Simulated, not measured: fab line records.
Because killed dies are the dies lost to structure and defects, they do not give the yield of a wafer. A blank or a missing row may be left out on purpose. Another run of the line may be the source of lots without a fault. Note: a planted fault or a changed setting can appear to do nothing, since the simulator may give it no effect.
Matching of chambers | flow nand_harc | NHARC_A_STAIRCASE_DEP_280 on pecvd-04 has 3 sister chambers
The step deposits SiON, target thk 30 nm. 6 wafers are shown with their chamber, then 10 later ones without.

WAFERS WITH THEIR CHAMBER
wafer  | chamber | heater_power_w (W)
L084.3 | 0       | 674
L084.5 | 1       | 744
L087.5 | 1       | 767
L087.6 | 0       | 632
L089.1 | 2       | 750
L089.4 | 2       | 764

WAFERS WITH NO CHAMBER GIVEN
wafer  | heater_power_w (W)
L089.5 | 674
L090.2 | 654
L090.3 | 671
L090.6 | 767
L091.3 | 813
L091.4 | 784
L091.5 | 703
L097.2 | 684
L097.3 | 675
L097.6 | 794

WHICH CHAMBER EACH ONE RAN IN
wafer  | from the rows above          | in truth
L089.5 | 0                            | 0
L090.2 | 0                            | 0
L090.3 | 0                            | 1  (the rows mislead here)
L090.6 | can't be placed: 2 or 1      | 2
L091.3 | can't be placed: 2 or 1      | 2
L091.4 | can't be placed: 2 or 1      | 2
L091.5 | can't be placed: 0 or 1 or 2 | 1
L097.2 | can't be placed: 0 or 1      | 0
L097.3 | 0                            | 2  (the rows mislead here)
L097.6 | can't be placed: 2 or 1      | 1
2 of 10 placed correctly. Not placeable from these rows: 6 (in 6, the candidates include the true chamber). Wrongly placed: 2.
How it was worked out, from the rows above alone: a wafer's distance from a chamber is the root of the sum, over the readings, of the square of ((its reading less the chamber's mean) divided by the reading's scatter). If the next closest chamber is less than 2 further off than the closest, the wafer can't be placed; otherwise it belongs to the closest. Each chamber's mean is taken over the wafers shown for it. The scatter: the root of (the sum of the squares of (reading less its chamber's mean) over the shown wafers, divided by (wafers less chambers)).
